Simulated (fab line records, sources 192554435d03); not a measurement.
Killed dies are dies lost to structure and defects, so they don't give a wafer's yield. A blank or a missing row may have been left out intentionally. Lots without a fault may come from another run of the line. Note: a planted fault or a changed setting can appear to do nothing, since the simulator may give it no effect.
Split-lot experiment    flow n5_finfet    route with 1938 steps; 7 lots, 39 wafers read

== THE SPLIT ==
At N5_HKMG_FIN_HK_ALD_01 (deposits HfO2, target thk 1.6 nm, pulse time 3 s, purge time 3 s), the setting ald_cycles was moved away from the recipe's 30 on 18 of the 39 wafers read, by -16.7% to +13.3%. The other wafers ran this setting at the recipe's value.

== FROM THE SPLIT TO THE READING: what the file shows between them, 5 steps ==
- N5_HKMG_FIN_ETCH_54: etches SiARC in CF4, target depth 45.5 nm, time 75.8 s (also split here: cf4_flow_sccm)
- N5_HKMG_FIN_ETCH_55: etches SOC in N2/H2, target depth 240 nm, time 300 s
- N5_HKMG_FIN_STRIP_56: strips in N2/H2
- N5_HKMG_FIN_WET_ETCH_82: etches La2O3 in dHCl, stops on HfO2, target depth 2 nm, rinse time 30 s
- N5_HKMG_FIN_ALD_36: deposits TiN, target thk 1 nm, pulse time 1 s, purge time 3 s

== THE READING ==
HK_THK, in nm, at N5_HKMG_FIN_THK_MEAS_70 (measures by xrf). A value of 1.607 nm with a standard deviation of 0.019 nm is what fault-free wafers of this fab line usually give.

wafer   tool, chamber at the split  ald_cycles as run  against the recipe  HK_THK, nm  against lot-mates on the recipe
L074.1  ald_hk-02, 1,0,3            32                 +6.7%               1.743       +0.154
L074.2  ald_hk-02, 1,0,3            32                 +6.7%               1.709       +0.120
L074.3  ald_hk-02, 3,2,2            30                 recipe              1.623       -
L074.4  ald_hk-02, 3,2,2            30                 recipe              1.601       -
L074.5  ald_hk-02, 1,0,3            32                 +6.7%               1.710       +0.121
L074.6  ald_hk-02, 3,2,2            30                 recipe              1.544       -
L075.1  ald_hk-03, 0,2,0            32                 +6.7%               1.727       +0.146
L075.2  ald_hk-03, 1,3,3            30                 recipe              1.584       -
L075.3  ald_hk-03, 0,2,0            32                 +6.7%               1.712       +0.131
L075.4  ald_hk-03, 1,3,3            30                 recipe              1.585       -
L075.5  ald_hk-03, 0,2,0            32                 +6.7%               1.730       +0.149
L075.6  ald_hk-03, 1,3,3            30                 recipe              1.574       -
L080.1  ald_hk-03, 3,0,2            30                 recipe              1.599       -
L080.2  ald_hk-03, 1,2,1            26                 -13.3%              1.395       -0.209
L080.3  ald_hk-03, 3,0,2            30                 recipe              1.607       -
L080.4  ald_hk-03, 1,2,1            26                 -13.3%              1.391       -0.213
L080.5  ald_hk-03, 3,0,2            30                 recipe              1.605       -
L080.6  ald_hk-03, 1,2,1            26                 -13.3%              1.400       -0.204
L084.2  ald_hk-02, 2,1,3            30                 recipe              1.604       -
L084.3  ald_hk-02, 2,1,3            30                 recipe              1.621       -
L084.5  ald_hk-02, 2,1,3            30                 recipe              1.621       -
L085.1  ald_hk-02, 3,0,0            30                 recipe              1.613       -
L085.2  ald_hk-02, 2,1,3            25                 -16.7%              1.343       -0.257
L085.3  ald_hk-02, 2,1,3            25                 -16.7%              1.315       -0.285
L085.4  ald_hk-02, 3,0,0            30                 recipe              1.602       -
L085.5  ald_hk-02, 3,0,0            30                 recipe              1.586       -
L085.6  ald_hk-02, 2,1,3            25                 -16.7%              1.335       -0.265
L086.1  ald_hk-01, 2,1,3            30                 recipe              1.624       -
L086.2  ald_hk-01, 0,3,0            33                 +10.0%              1.764       +0.141
L086.3  ald_hk-01, 0,3,0            33                 +10.0%              1.783       +0.160
L086.4  ald_hk-01, 2,1,3            30                 recipe              1.633       -
L086.5  ald_hk-01, 2,1,3            30                 recipe              1.611       -
L086.6  ald_hk-01, 0,3,0            33                 +10.0%              1.794       +0.171
L088.1  ald_hk-01, 2,3,0            30                 recipe              1.596       -
L088.2  ald_hk-01, 2,3,0            30                 recipe              1.643       -
L088.3  ald_hk-01, 1,0,3            34                 +13.3%              1.823       +0.209
L088.4  ald_hk-01, 1,0,3            34                 +13.3%              1.853       +0.239
L088.5  ald_hk-01, 2,3,0            30                 recipe              1.604       -
L088.6  ald_hk-01, 1,0,3            34                 +13.3%              1.873       +0.259
The file does not say which wafer passed through which chamber wherever a row lists several chambers: such a row stands for several wafers.

FIT RESULTS
A straight line over all 39 wafers: HK_THK changes by +0.0169 nm for each +1% of ald_cycles; r = +0.99; the points scatter about the line by 0.02 nm.
The same after taking each lot's own level away (the mean of its wafers on the recipe; 39 wafers): +0.0167 nm for each +1%; r = +0.99; scatter 0.019 nm.
The reading moves by 0.28 nm for the largest change in ald_cycles, on that fit.
Across the lots, their own levels run from 1.5810 to 1.6227 nm, a range of 2.2 times the standard deviation given above.
Hence the lot-to-lot level has little effect on the slope; both slopes agree.
Check: for one of the wafers moved furthest among these (-16.7%), held out of the fit, the line's prediction against its lot-mates is -0.276 nm. Against them it came out at -0.257 nm.

== THESE WAFERS: OTHER SPLITS ==
These wafers also went through other splits before the reading. Each is held against what the fit with the lots' levels taken away leaves over:
other split on the same wafers     wafers away from the commonest value  r with HK_THK (lot level and that fit taken away)
N5_SD_EPI_P_ETCH_36 bias_w         12                                    -0.01
N5_HKMG_FIN_ETCH_54 cf4_flow_sccm  12                                    -0.14

== THE FILE'S OWN FIT ==
HK_THK changes by +0.0168 nm for each +1% of ald_cycles, r = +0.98.
